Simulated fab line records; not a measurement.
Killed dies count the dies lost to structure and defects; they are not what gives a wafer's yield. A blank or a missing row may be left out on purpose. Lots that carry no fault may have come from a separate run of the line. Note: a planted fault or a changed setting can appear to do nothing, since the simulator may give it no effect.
Chamber matching || flow nand harc || NHARC_A_BLC_ETCH_17 on rie diel-11: 4 sister chambers
The step etches the open film in N2/H2, target depth 390 nm, time 609.38 s. 15 wafers are shown with their chamber, then 7 later ones without.

## WAFERS, EACH WITH ITS CHAMBER
{"wafer": "L298.2", "chamber": 1, "showerhead plenum p Torr (Torr)": 1.99, "drypump motor current A (A)": 5.95, "oes product au (a.u.)": 0.992}
{"wafer": "L298.3", "chamber": 0, "showerhead plenum p Torr (Torr)": 1.94, "drypump motor current A (A)": 6.02, "oes product au (a.u.)": 1.010}
{"wafer": "L298.5", "chamber": 1, "showerhead plenum p Torr (Torr)": 1.99, "drypump motor current A (A)": 5.97, "oes product au (a.u.)": 0.998}
{"wafer": "L299.1", "chamber": 2, "showerhead plenum p Torr (Torr)": 1.99, "drypump motor current A (A)": 5.65, "oes product au (a.u.)": 1.013}
{"wafer": "L299.4", "chamber": 0, "showerhead plenum p Torr (Torr)": 1.94, "drypump motor current A (A)": 6.05, "oes product au (a.u.)": 1.015}
{"wafer": "L299.6", "chamber": 0, "showerhead plenum p Torr (Torr)": 1.94, "drypump motor current A (A)": 6.06, "oes product au (a.u.)": 1.016}
{"wafer": "L303.1", "chamber": 3, "showerhead plenum p Torr (Torr)": 2.00, "drypump motor current A (A)": 5.73, "oes product au (a.u.)": 1.025}
{"wafer": "L303.2", "chamber": 2, "showerhead plenum p Torr (Torr)": 1.99, "drypump motor current A (A)": 5.63, "oes product au (a.u.)": 1.006}
{"wafer": "L303.4", "chamber": 0, "showerhead plenum p Torr (Torr)": 1.94, "drypump motor current A (A)": 6.03, "oes product au (a.u.)": 1.018}
{"wafer": "L305.3", "chamber": 2, "showerhead plenum p Torr (Torr)": 1.99, "drypump motor current A (A)": 5.68, "oes product au (a.u.)": 1.009}
{"wafer": "L305.4", "chamber": 0, "showerhead plenum p Torr (Torr)": 1.94, "drypump motor current A (A)": 6.04, "oes product au (a.u.)": 1.014}
{"wafer": "L305.5", "chamber": 2, "showerhead plenum p Torr (Torr)": 1.99, "drypump motor current A (A)": 5.66, "oes product au (a.u.)": 1.011}
{"wafer": "L310.1", "chamber": 3, "showerhead plenum p Torr (Torr)": 2.00, "drypump motor current A (A)": 5.73, "oes product au (a.u.)": 1.014}
{"wafer": "L310.3", "chamber": 0, "showerhead plenum p Torr (Torr)": 1.93, "drypump motor current A (A)": 6.07, "oes product au (a.u.)": 1.014}
{"wafer": "L310.4", "chamber": 1, "showerhead plenum p Torr (Torr)": 1.99, "drypump motor current A (A)": 5.97, "oes product au (a.u.)": 1.001}

SIGNATURES, as means of the wafers listed above
{"reading": "showerhead plenum p Torr", "chamber 0": 1.9383, "chamber 1": 1.9900, "chamber 2": 1.9900, "chamber 3": 2.0000, "scatter within a chamber": 0.00275}
{"reading": "drypump motor current A", "chamber 0": 6.0450, "chamber 1": 5.9633, "chamber 2": 5.6550, "chamber 3": 5.7300, "scatter within a chamber": 0.0174}
{"reading": "oes product au", "chamber 0": 1.01450, "chamber 1": 0.99700, "chamber 2": 1.00975, "chamber 3": 1.01950, "scatter within a chamber": 0.00387}
Rule: a wafer lies at a distance from a chamber equal to the root of the sum of squares, over the readings, of (its reading less the chamber's mean, divided by the reading's scatter). The wafer belongs to the nearest chamber; if the next one is less than 2 further off, it can't be placed. The scatter: the root of (the sum of the squares of (reading less its chamber's mean) over the shown wafers, divided by (wafers less chambers)).

## WAFERS WHOSE CHAMBER IS MISSING
{"wafer": "L308.1", "showerhead plenum p Torr (Torr)": 1.93, "drypump motor current A (A)": 6.08, "oes product au (a.u.)": 1.005}
{"wafer": "L320.1", "showerhead plenum p Torr (Torr)": 1.99, "drypump motor current A (A)": 5.94, "oes product au (a.u.)": 1.004}
{"wafer": "L320.2", "showerhead plenum p Torr (Torr)": 1.99, "drypump motor current A (A)": 5.74, "oes product au (a.u.)": 1.026}
{"wafer": "L320.3", "showerhead plenum p Torr (Torr)": 1.99, "drypump motor current A (A)": 5.64, "oes product au (a.u.)": 1.012}
{"wafer": "L321.3", "showerhead plenum p Torr (Torr)": 1.99, "drypump motor current A (A)": 5.95, "oes product au (a.u.)": 0.999}
{"wafer": "L321.5", "showerhead plenum p Torr (Torr)": 1.99, "drypump motor current A (A)": 5.96, "oes product au (a.u.)": 0.997}
{"wafer": "L321.6", "showerhead plenum p Torr (Torr)": 1.99, "drypump motor current A (A)": 5.65, "oes product au (a.u.)": 0.998}

## WHICH CHAMBER EACH ONE RAN IN
{"wafer": "L308.1", "from the rows above": 0, "in truth": 0}
{"wafer": "L320.1", "from the rows above": 1, "in truth": 1}
{"wafer": "L320.2", "from the rows above": 3, "in truth": 3}
{"wafer": "L320.3", "from the rows above": 2, "in truth": 2}
{"wafer": "L321.3", "from the rows above": 1, "in truth": 1}
{"wafer": "L321.5", "from the rows above": 1, "in truth": 1}
{"wafer": "L321.6", "from the rows above": 2, "in truth": 2}
Correct placement for 7 of the 7. Number that these rows cannot place: 0. Number placed wrongly: 0.
